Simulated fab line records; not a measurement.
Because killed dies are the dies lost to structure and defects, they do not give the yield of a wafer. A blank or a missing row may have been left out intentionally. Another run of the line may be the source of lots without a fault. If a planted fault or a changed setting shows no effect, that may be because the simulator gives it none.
Chamber matching :: flow n5-finfet :: N5_BEOL_M0_SAQP_HM_DEP_111 on pecvd-02 has 3 sister chambers
The step deposits SiO2 from SiH4/N2O, target thk 12 nm, time 7.2 s. 3 wafers are shown with their chamber, then 11 later ones without.

## EACH WAFER AND ITS CHAMBER
wafer: L087.4
chamber: 0
showerhead-plenum-p-Torr (Torr): 8.08

wafer: L087.5
chamber: 1
showerhead-plenum-p-Torr (Torr): 8.17

wafer: L091.2
chamber: 2
showerhead-plenum-p-Torr (Torr): 8.04

## WAFERS WHOSE CHAMBER IS MISSING
wafer: L091.3
showerhead-plenum-p-Torr (Torr): 8.08

wafer: L091.5
showerhead-plenum-p-Torr (Torr): 8.14

wafer: L093.1
showerhead-plenum-p-Torr (Torr): 8.04

wafer: L093.5
showerhead-plenum-p-Torr (Torr): 8.04

wafer: L093.6
showerhead-plenum-p-Torr (Torr): 8.07

wafer: L094.2
showerhead-plenum-p-Torr (Torr): 8.17

wafer: L094.4
showerhead-plenum-p-Torr (Torr): 8.06

wafer: L094.6
showerhead-plenum-p-Torr (Torr): 8.15

wafer: L095.1
showerhead-plenum-p-Torr (Torr): 8.05

wafer: L095.3
showerhead-plenum-p-Torr (Torr): 8.15

wafer: L095.5
showerhead-plenum-p-Torr (Torr): 8.12

## CHAMBER TAKEN BY EACH
wafer: L091.3
from the rows above: 0
in truth: 0

wafer: L091.5
from the rows above: can't be placed: 1 or 0
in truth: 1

wafer: L093.1
from the rows above: 2
in truth: 2

wafer: L093.5
from the rows above: 2
in truth: 2

wafer: L093.6
from the rows above: can't be placed: 0 or 2
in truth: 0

wafer: L094.2
from the rows above: 1
in truth: 1

wafer: L094.4
from the rows above: can't be placed: 0 or 2
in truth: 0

wafer: L094.6
from the rows above: 1
in truth: 1

wafer: L095.1
from the rows above: can't be placed: 2 or 0
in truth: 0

wafer: L095.3
from the rows above: 1
in truth: 1

wafer: L095.5
from the rows above: can't be placed: 0 or 1
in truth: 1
Placed correctly: 6 of 11. Can't be placed from these rows: 5 (the true chamber is among the candidates in 5). 0 placed wrongly.
How it was worked out, from the rows above alone: a wafer's distance from a chamber is the root of the sum, over the readings, of the square of ((its reading less the chamber's mean) divided by the reading's scatter). The wafer belongs to the nearest chamber; if the next one is less than 2 further off, it can't be placed. For every chamber, the mean is computed from those of its wafers that are shown. The scatter (one wafer shown for each chamber): square how far every hidden wafer sits from the nearest shown wafer, average those squares and take the square root.
